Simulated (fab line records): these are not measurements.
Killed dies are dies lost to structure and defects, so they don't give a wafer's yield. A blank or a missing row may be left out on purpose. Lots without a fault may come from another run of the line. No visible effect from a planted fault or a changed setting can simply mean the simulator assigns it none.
Problem report in the 8D (eight disciplines) form, filled by code -- flow n5Finfet -- the parts of the form that need people (team, actions taken, sign-off) are left out

## 1. PROBLEM STATEMENT
barrierFieldEndpointS at N5_BEOL_M14_CMP_49 reads a mean of 9.93 s on 3 wafers of 2 lots; wafers without a fault read 11.36 s with a standard deviation of 0.25. Relative to the usual mean, that is a shift of -5.7 standard deviations.
The step: polishes, stops on SiO2, t overpolish 5.2 s, target thk 560 nm.
Seen first at day 15 22:48 on cmp-02, wafer L319.3. The record has a number at this step for 34 wafers belonging to 12 lots. Rule for "out" (also "out of limits"): further than 4 standard deviations from the usual mean. The rest of the wafers with a number are treated as sound.

## 2. WHAT IT IS, AND WHAT IT ISN'T
question,is,is not
which readings at this step,barrierFieldEndpointS,motorCurrentA
which lots,"L319, L320","L308, L310, L311, L314, L315, L316, L317, L318, L329, L330"
which wafers of those lots,"L319.3, L319.5, L320.5","L319.6, L320.4"
read on which tools,"cmp-01, cmp-02",cmp-03
when,from day 15 22:48,"up to then (24 sound wafers); but 7 sound wafers of L320, L329, L330 came after"

## 3. WHAT RULES OUT EACH SUSPECT
Counting: any tool at a process step up to the reading remains a suspect provided it ran every lot that is out. Sound lots after the first of them don't rule it out here, since some wafers of a struck lot are sound.
- pvdSputter-03 at N5_BEOL_M14_SPUTTER_43 (material TaN, target thk 15 nm, time 24.19 s): kept. It processed each lot that is out (first: L319, day 15 21:55); up to then, its last sound lot is L318 (day 15 15:55).
- pvdSputter-03 at N5_BEOL_M14_SPUTTER_44 (material Ta, target thk 15 nm, time 24.19 s): kept. It processed each lot that is out (first: L319, day 15 21:59); up to then, its last sound lot is L318 (day 15 15:59).
The count leaves pvdSputter-03 at N5_BEOL_M14_SPUTTER_44 and pvdSputter-03 at N5_BEOL_M14_SPUTTER_43.

## 4. THE CAUSE (what the simulator had put in)
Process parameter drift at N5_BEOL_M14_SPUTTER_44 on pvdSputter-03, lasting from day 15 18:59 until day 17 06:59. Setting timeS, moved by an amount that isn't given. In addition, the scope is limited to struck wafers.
Of the 2 suspects that counting leaves, this tool is one.

## 5. THE CHAIN OF EFFECTS, in route order
Rows list readings where the struck wafers' mean (over those with a number) sits beyond 3 standard deviations from the usual. Only readings whose record carries a usual standard deviation are examined. hours: median over the lots of the time between each lot's start at the first step of this table that gives one and its start at this step. sigmas: the change, counted in usual standard deviations.
hours,step,reading,usual,on struck wafers,change,sigmas
0,N5_BEOL_M14_CMP_49,barrierFieldEndpointS,11.36 s,9.93,-1.43,-5.7
Its process steps:
- N5_BEOL_M14_CMP_49: polishes, stops on SiO2, t overpolish 5.2 s, target thk 560 nm.

## 6. HOW IT WOULD HAVE BEEN CAUGHT EARLIER
4 hours passed between the start of the fault at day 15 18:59 and the first reading out of limits in this record, taken at day 15 22:48.
Of the tool readings at N5_BEOL_M14_SPUTTER_44 for which the record gives a usual standard deviation, none was out on any struck wafer, so an alarm limit of 4 standard deviations on them would not have fired.
Among the 2 lots that are out, L320 began N5_BEOL_M14_SPUTTER_44 on pvdSputter-03 after day 15 22:48. Had the tool been put on hold then, it would have been spared.
